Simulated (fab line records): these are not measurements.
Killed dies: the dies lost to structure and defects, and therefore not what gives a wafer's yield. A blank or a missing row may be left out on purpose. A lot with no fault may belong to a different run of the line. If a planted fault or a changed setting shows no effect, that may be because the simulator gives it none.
Problem report, 8D (eight disciplines) form, completed by code ; flow n5Finfet ; the parts of the form that need people (team, actions taken, sign-off) are left out

1. THE PROBLEM
Wafers without a fault read 93.4 s, standard deviation 1.9; etchRfOnTimeS at N5_GATE_CUT_HM_OPEN_40 reads a mean of 71.1 s on 5 wafers belonging to 3 lots. That puts it -12 standard deviations away from the usual mean.
The step: chemistry C4F6/O2, target SiO2, target depth 139 nm, time 85.1 s.
Earliest sighting: wafer L508.2 on rieDiel-03 at day 8 01:35. The record has a number at this step for 25 wafers belonging to 9 lots. The rule behind "out" and "out of limits": a value lying over 4 standard deviations away from the usual mean. All remaining wafers that have a number are taken as sound.

2. WHAT IT IS AND WHAT IT IS NOT
question;is;is not
which readings at this step;etchRfOnTimeS;drypumpMotorCurrentA, rfVppV, showerheadPlenumPTorr
which lots;L508, L509, L511;L496, L497, L501, L502, L507, L518
which wafers of those lots;L508.2, L508.5, L509.2, L509.5, L511.5;L509.4, L511.1
read on which tools;rieDiel-03;rieDiel-02, rieDiel-05
when;from day 8 01:35;"up to then (15 sound wafers); but 5 sound wafers of L509, L511, L518 came after"

3. THE SUSPECTS, EACH WITH WHAT RULES IT OUT
Counting: a tool at a process step up to the reading stays a suspect if it ran every lot that is out. Sound lots after the first of them don't rule it out here, since some wafers of a struck lot are sound.
- rieDiel-03 at N5_GATE_CUT_ETCH_28 (etches underlayer in N2/H2, target depth 13 nm, time 10.4 s): kept. Ran every lot that is out, first one L508 (day 8 01:28); last sound lot up to then L507 (day 8 01:05).
- rieDiel-03 at N5_GATE_CUT_HM_OPEN_40 (chemistry C4F6/O2, target SiO2, target depth 139 nm, time 85.1 s): kept. Ran every lot that is out, first one L508 (day 8 01:35); last sound lot up to then L507 (day 8 01:13). Out on those wafers are its own readings of etchRfOnTimeS.
The count leaves rieDiel-03 at N5_GATE_CUT_HM_OPEN_40 and rieDiel-03 at N5_GATE_CUT_ETCH_28.

4. THE CAUSE (what the simulator had put in)
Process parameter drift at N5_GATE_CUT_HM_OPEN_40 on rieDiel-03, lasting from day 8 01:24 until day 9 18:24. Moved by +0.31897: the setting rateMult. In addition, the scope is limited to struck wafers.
After counting, 2 suspects remain, this tool included.

5. THE EFFECT CHAIN, in route order
Each row: a reading whose mean over the struck wafers that have a number lies more than 3 standard deviations from the usual. Readings are gone through only where the record gives a usual standard deviation; hours: the median, over the lots, of the time from a lot's start at the first step in this table giving one to that lot's start at this step; sigmas: the change measured in usual standard deviations.
hours;step;reading;usual;on struck wafers;change;sigmas
0;N5_GATE_CUT_HM_OPEN_40;etchRfOnTimeS;93.4 s;71.1;-22.3;-12
The process steps in it:
- N5_GATE_CUT_HM_OPEN_40: chemistry C4F6/O2, target SiO2, target depth 139 nm, time 85.1 s.
At these later measuring or inspecting steps, every struck wafer for which the step has a row has a number for every such reading, and none has moved that far: N5_BEOL_M4_RC_MEAS_101.

6. WHAT WOULD HAVE CAUGHT IT SOONER
First out-of-limits reading in this record: day 8 01:35, which is 0 hours after fault onset at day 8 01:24.
